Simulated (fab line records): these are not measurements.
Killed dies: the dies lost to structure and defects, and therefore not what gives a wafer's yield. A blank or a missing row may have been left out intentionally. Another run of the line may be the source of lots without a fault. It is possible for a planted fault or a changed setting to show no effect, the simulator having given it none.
Chamber matching    flow nand_harc    NHARC_A_CHANNEL_FILL_D1_CMP_10 on cmp-03 has 4 sister chambers
The step polishes, target thk 150 nm. 8 wafers are shown with their chamber, then 10 later ones without.

== WAFERS PAIRED WITH THEIR CHAMBERS ==
wafer   chamber  motor_current_A (A)  time_to_endpoint_s (s)
L082.6  1        12.8                 13.8
L084.2  1        13.1                 11.9
L085.5  0        12.8                 10.3
L086.1  3        13.1                 12.1
L086.2  0        12.7                 11.7
L086.4  2        10.5                 12.6
L088.1  3        12.3                 11.3
L088.4  2        10.8                 12.0

== WAFERS WHOSE CHAMBER IS MISSING ==
wafer   motor_current_A (A)  time_to_endpoint_s (s)
L088.5  13.2                 11.3
L089.2  13.4                 12.9
L089.4  13.3                 13.4
L089.5  12.3                 13.6
L091.1  11.9                 15.0
L091.3  12.7                 15.1
L091.6  11.1                 16.4
L093.2  11.5                 13.2
L093.3  13.2                 12.9
L093.6  13.1                 12.7

== EACH ONE'S CHAMBER ==
wafer   from the rows above                in truth
L088.5  can't be placed: 0 or 3 or 1       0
L089.2  can't be placed: 1 or 3 or 0       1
L089.4  can't be placed: 1 or 3 or 0       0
L089.5  can't be placed: 1 or 3 or 0       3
L091.1  can't be placed: 1 or 3 or 2 or 0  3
L091.3  can't be placed: 1 or 3 or 0       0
L091.6  2                                  2
L093.2  can't be placed: 2 or 3 or 1 or 0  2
L093.3  can't be placed: 1 or 3 or 0       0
L093.6  can't be placed: 1 or 3 or 0       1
Placed correctly: 1 of 10. Can't be placed from these rows: 9 (the true chamber is among the candidates in 9). Placed wrongly: 0.
How it was worked out, from the rows above alone: a wafer's distance from a chamber is the root of the sum, over the readings, of the square of ((its reading less the chamber's mean) divided by the reading's scatter). The wafer belongs to the nearest chamber; if the next one is less than 2 further off, it can't be placed. The mean given for a chamber averages the wafers shown for that chamber. The scatter is the square root of a quotient: the sum, over the shown wafers, of each reading's squared deviation from its chamber's mean, divided by wafers minus chambers.
